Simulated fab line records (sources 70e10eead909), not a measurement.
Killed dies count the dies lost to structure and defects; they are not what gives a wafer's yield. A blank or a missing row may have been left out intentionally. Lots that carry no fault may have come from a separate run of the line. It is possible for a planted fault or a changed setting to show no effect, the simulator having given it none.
Which of the tools did it? | flow nand harc | 12 lots with 36 wafers sampled at 4 steps, on a route of 1302 steps

== WHAT THE GAUGES SHOWED, per wafer ==
Not one reading of a measure or inspect step in the record can be checked against a usual standard deviation.

== WHICH TOOL RAN EACH LOT (tool, then ch and the chambers of the sampled wafers, then the start) ==
lot  | NHARC_A_CHANNEL_HOLE_D1_ETCH_21  | NHARC_A_CHANNEL_HOLE_D1_ETCH_24  | NHARC_A_CHANNEL_HOLE_D1_ETCH_44    | NHARC_A_CHANNEL_FILL_D1_ALD_02
L720 | har etch-02 ch 0,1, day 8 04:33  | har etch-02 ch 0,1, day 8 06:16  | rie diel-04 ch 0,2,3, day 8 08:50  | ald hk-01 ch 1,2,3, day 8 10:01
L722 | har etch-01 ch 0,1, day 9 04:37  | har etch-01 ch 0,1, day 9 06:19  | rie diel-01 ch 2,3, day 9 08:55    | ald hk-03 ch 1,2,3, day 9 10:31
L723 | har etch-02 ch 0,1, day 9 16:41  | har etch-02 ch 0,1, day 9 18:23  | rie diel-12 ch 0,1,3, day 9 21:28  | ald hk-01 ch 0,1,2, day 10 01:53
L724 | har etch-02 ch 0,1, day 10 03:34 | har etch-02 ch 0,1, day 10 05:19 | rie diel-04 ch 0,1,2, day 10 07:46 | ald hk-03 ch 0,1,3, day 10 08:56
L725 | har etch-02 ch 0,1, day 10 18:45 | har etch-02 ch 0,1, day 10 20:28 | rie diel-01 ch 1,2,3, day 10 23:04 | ald hk-01 ch 1,2,3, day 11 00:27
L726 | har etch-02 ch 0,1, day 11 02:43 | har etch-02 ch 0,1, day 11 04:25 | rie diel-01 ch 0,2, day 11 07:04   | ald hk-01 ch 0,1,3, day 11 08:20
L727 | har etch-01 ch 0,1, day 11 21:16 | har etch-01 ch 0,1, day 11 23:05 | rie diel-04 ch 0,1,2, day 12 01:28 | ald hk-04 ch 2,3, day 12 02:46
L738 | har etch-01 ch 0,1, day 16 03:45 | har etch-01 ch 0,1, day 16 05:27 | rie diel-04 ch 0,1,3, day 16 08:02 | ald hk-03 ch 1,2,3, day 16 09:29
L739 | har etch-02 ch 0,1, day 16 06:40 | har etch-02 ch 0,1, day 16 08:21 | rie diel-12 ch 0,2,3, day 16 11:07 | ald hk-03 ch 0,1,2, day 16 12:22
L740 | har etch-01 ch 0,1, day 16 19:12 | har etch-01 ch 0,1, day 16 20:54 | rie diel-12 ch 0,1,2, day 16 23:32 | ald hk-04 ch 0,2,3, day 17 00:44
L741 | har etch-01 ch 0,1, day 17 01:54 | har etch-01 ch 0,1, day 17 03:37 | rie diel-04 ch 1,2,3, day 17 06:12 | ald hk-01 ch 1,2,3, day 17 07:26
L742 | har etch-02 ch 0,1, day 17 21:01 | har etch-02 ch 0,1, day 17 22:42 | rie diel-04 ch 2,3, day 18 01:17   | ald hk-01 ch 0,1,3, day 18 02:37
- NHARC_A_CHANNEL_HOLE_D1_ETCH_21: etches the open film in C4F8/O2/Ar, time 514.3 s, target depth 1600 nm.
- NHARC_A_CHANNEL_HOLE_D1_ETCH_24: etches the open film in C4F8/O2/Ar, time 906.2 s, target depth 1500 nm.
- NHARC_A_CHANNEL_HOLE_D1_ETCH_44: etches the open film in CF4/O2, target depth 140 nm, overetch 14 nm, time 77 s.
- NHARC_A_CHANNEL_FILL_D1_ALD_02: deposits SiO2, target thk 6 nm, pulse time 10 s, ald cycles 60.

== WHAT THE TOOLS THEMSELVES READ (means of the sampled wafers that have a number; where no wafer has one, the mark that the record gives instead) ==
NHARC_A_CHANNEL_HOLE_D1_ETCH_21. Usual: drypump motor current A 5.67 A, standard deviation 0.28; showerhead plenum p Torr 3.68 Torr, standard deviation 0.03; throttle valve pct 32.154 %, standard deviation 0.0099.
lot  | tool        | drypump motor current A (A) | showerhead plenum p Torr (Torr) | throttle valve pct (%) | flag
L720 | har etch-02 | 5.57                        | 3.72                            | 32.148                 |
L722 | har etch-01 | 5.65                        | 3.70                            | 32.145                 |
L723 | har etch-02 | 5.58                        | 3.70                            | 32.159                 |
L724 | har etch-02 | 5.82                        | 3.71                            | 32.152                 |
L725 | har etch-02 | 5.59                        | 3.70                            | 32.154                 |
L726 | har etch-02 | 5.56                        | 3.69                            | 32.161                 |
L727 | har etch-01 | 5.65                        | 3.68                            | 32.148                 |
L738 | har etch-01 | 5.66                        | 3.65                            | 32.156                 |
L739 | har etch-02 | 5.82                        | 3.66                            | 32.155                 |
L740 | har etch-01 | 5.65                        | 3.64                            | 32.144                 |
L741 | har etch-01 | 5.65                        | 3.64                            | 32.162                 |
L742 | har etch-02 | 5.82                        | 3.65                            | 32.151                 |

NHARC_A_CHANNEL_HOLE_D1_ETCH_24. Usual: drypump motor current A 5.67 A, standard deviation 0.28; showerhead plenum p Torr 3.67 Torr, standard deviation 0.03; throttle valve pct 32.236 %, standard deviation 0.0088.
lot  | tool        | drypump motor current A (A) | showerhead plenum p Torr (Torr) | throttle valve pct (%) | flag
L720 | har etch-02 | 5.59                        | 3.71                            | 32.236                 |
L722 | har etch-01 | 5.65                        | 3.69                            | 32.237                 |
L723 | har etch-02 | 5.58                        | 3.70                            | 32.237                 |
L724 | har etch-02 | 5.83                        | 3.70                            | 32.227                 |
L725 | har etch-02 | 5.56                        | 3.69                            | 32.238                 |
L726 | har etch-02 | 5.59                        | 3.69                            | 32.242                 |
L727 | har etch-01 | 5.66                        | 3.67                            | 32.236                 |
L738 | har etch-01 | 5.65                        | 3.64                            | 32.229                 |
L739 | har etch-02 | 5.81                        | 3.65                            | 32.246                 |
L740 | har etch-01 | 5.64                        | 3.63                            | 32.238                 |
L741 | har etch-01 | 5.65                        | 3.63                            | 32.232                 |
L742 | har etch-02 | 5.80                        | 3.65                            | 32.238                 |

NHARC_A_CHANNEL_HOLE_D1_ETCH_44. Usual: drypump motor current A 5.7 A, standard deviation 0.42; oes product au 1.002 a.u., standard deviation 0.0097; rf vpp V 197.9 V, standard deviation 1.7; showerhead plenum p Torr 1.34 Torr, standard deviation 0.069; throttle valve pct 13.397 %, standard deviation 0.009.
lot  | tool        | drypump motor current A (A) | oes product au (a.u.) | rf vpp V (V) | showerhead plenum p Torr (Torr) | throttle valve pct (%) | flag
L720 | rie diel-04 | 5.4                         | 0.988                 | 198.7        | 1.36                            | 13.400                 |
L722 | rie diel-01 | 5.8                         | 1.009                 | 195.6        | 1.24                            | 13.398                 |
L723 | rie diel-12 | 5.8                         | 0.999                 | 196.4        | 1.30                            | 13.386                 |
L724 | rie diel-04 | 5.8                         | 1.002                 | 198.5        | 1.35                            | 13.394                 |
L725 | rie diel-01 | 6.0                         | 1.007                 | 197.7        | 1.32                            | 13.392                 |
L726 | rie diel-01 | 5.5                         | 0.996                 | 197.1        | 1.32                            | 13.394                 |
L727 | rie diel-04 | 5.8                         | 1.008                 | 198.5        | 1.35                            | 13.396                 |
L738 | rie diel-04 | 5.8                         | 0.997                 | 198.0        | 1.39                            | 13.396                 |
L739 | rie diel-12 | 6.0                         | 1.001                 | 197.6        | 1.32                            | 13.408                 |
L740 | rie diel-12 | 6.0                         | 0.995                 | 198.9        | 1.37                            | 13.396                 |
L741 | rie diel-04 | 5.6                         | 1.000                 | 197.8        | 1.36                            | 13.399                 |
L742 | rie diel-04 | 5.2                         | 1.007                 | 197.2        | 1.32                            | 13.385                 |

NHARC_A_CHANNEL_FILL_D1_ALD_02. Usual: heater power w 472 W, standard deviation 48; precursor pulse height rel 0.999, standard deviation 0.02.
lot  | tool      | heater power w (W) | precursor pulse height rel | flag
L720 | ald hk-01 | 470                | 1.033                      |
L722 | ald hk-03 | 513                | 0.977                      |
L723 | ald hk-01 | 438                | 0.999                      |
L724 | ald hk-03 | 502                | 0.986                      |
L725 | ald hk-01 | 463                | 1.004                      |
L726 | ald hk-01 | 439                | 1.012                      |
L727 | ald hk-04 | 456                | 1.004                      |
L738 | ald hk-03 | 516                | 1.016                      |
L739 | ald hk-03 | 516                | 1.010                      |
L740 | ald hk-04 | 479                | 0.993                      |
L741 | ald hk-01 | 466                | 0.996                      |
L742 | ald hk-01 | 431                | 1.014                      |

== THE ANSWER, worked out from the rows above alone ==
Rule: a lot counts as off when the mean over its wafers that have a number is more than 3 standard deviations away from the usual mean. A lot without any number at a reading at which 4 lots or more have one is off too. Where the step has rows for the other lots, those lots are counted as sound. First the gauges in route order, then the tools' own readings, where a lot's mean is used as printed above. The first step at which some lot is off is used, and at that step the reading that is off furthest; a lot without a number counts as furthest.
Across all readings shown, no lot is off: no conclusion can be drawn from this.

== WHAT THE SIMULATOR HAD PUT IN ==
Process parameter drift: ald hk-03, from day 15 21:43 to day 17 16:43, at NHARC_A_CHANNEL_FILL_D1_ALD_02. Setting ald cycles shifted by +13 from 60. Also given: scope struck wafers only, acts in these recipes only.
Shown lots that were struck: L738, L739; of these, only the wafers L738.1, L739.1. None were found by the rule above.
